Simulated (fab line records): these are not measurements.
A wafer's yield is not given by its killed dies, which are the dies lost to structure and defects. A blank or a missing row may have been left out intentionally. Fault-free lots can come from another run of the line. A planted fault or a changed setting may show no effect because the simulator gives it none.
Split-lot experiment	flow n5 finfet	route with 1938 steps; 7 lots, 21 wafers read

== THE SPLIT ITSELF ==
At N5_BEOL_M3_ETCH_64 (etches SOC in N2/H2, target depth 75 nm, overetch 15 nm, time 112.5 s), the setting time s was moved away from the recipe's 112.5 s on 10 of the 21 wafers read, by -9.3% to +11.4%. For the rest of the wafers, this setting stayed at what the recipe calls for.

Reading taken at the split's own step.

== THE READING ==
SiARC_of_BEOL_M3_COAT_62.thk nm (the simulator's own value, which no gauge read), in nm, at N5_BEOL_M3_ETCH_64 (etches SOC in N2/H2, target depth 75 nm, overetch 15 nm, time 112.5 s). The file gives no usual value for it. The 11 wafers here that ran the recipe average 6.8 nm, standard deviation 0.16 nm.

wafer	tool, chamber at the split	time s as run, s	against the recipe	SiARC_of_BEOL_M3_COAT_62.thk nm, nm	against lot-mates on the recipe
L074.3	rie diel-05, 0,1,0	112.5	recipe	6.8	-
L074.4	rie diel-05, 0,1,0	112.5	recipe	6.8	-
L074.6	rie diel-05, 0,1,0	112.5	recipe	6.8	-
L075.2	rie diel-02, 2	112.5	recipe	6.4	-
L075.3	rie diel-02, 0	122.3	+8.7%	6.2	-0.2
L075.5	rie diel-02, 0	122.3	+8.7%	6.2	-0.2
L083.2	rie diel-02, 2	119.3	+6.0%	6.2	no lot-mate on the recipe
L083.3	rie diel-02, 1,0	119.3	+6.0%	6.4	no lot-mate on the recipe
L083.4	rie diel-02, 1,0	119.3	+6.0%	6.4	no lot-mate on the recipe
L088.2	rie diel-06, 0,3,3	112.5	recipe	6.8	-
L088.3	rie diel-06, 0,3,3	112.5	recipe	6.8	-
L088.5	rie diel-06, 0,3,3	112.5	recipe	6.8	-
L091.3	rie diel-05, 1	112.5	recipe	7	-
L091.5	rie diel-05, 1	112.5	recipe	7	-
L091.4	rie diel-05, 0	125.3	+11.4%	6.4	-0.6
L096.1	rie diel-06, 3	102	-9.3%	7.4	+0.8
L096.2	rie diel-06, 1	102	-9.3%	7.2	+0.6
L096.3	rie diel-06, 0	112.5	recipe	6.6	-
L097.2	rie diel-06, 1,3	103.1	-8.4%	7.2	+0.4
L097.3	rie diel-06, 1,3	103.1	-8.4%	7.2	+0.4
L097.4	rie diel-06, 1	112.5	recipe	6.8	-
When a row names more than one chamber, that row covers several wafers, and the file does not tell which wafer ran in which chamber.

THE FIT
A straight line over all 21 wafers: SiARC_of_BEOL_M3_COAT_62.thk nm changes by -0.0554 nm for each +1% of time s; r = -0.91; the points scatter about the line by 0.15 nm.
The same after taking each lot's own level away (the mean of its wafers on the recipe; 18 wafers): -0.05 nm for each +1%; r = -0.94; scatter 0.11 nm.
The reading moves by 0.57 nm for the largest change in time s, on that fit.
Measured against the standard deviation above, the lots' own levels, which go from 6.40 to 7.00 nm, span 3.8 times it.
Hence the slope depends on the lot-to-lot level, as the two fits are not the same.
Check: with one of the wafers moved furthest among these (+11.4%) left out of the fit, the line predicts -0.488 nm for it against its lot-mates. Against them it came out at -0.6 nm.

== THE FILE'S OWN FIT ==
SiARC_of_BEOL_M3_COAT_62.thk nm changes by -0.0509 nm for each +1% of time s, r = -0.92.
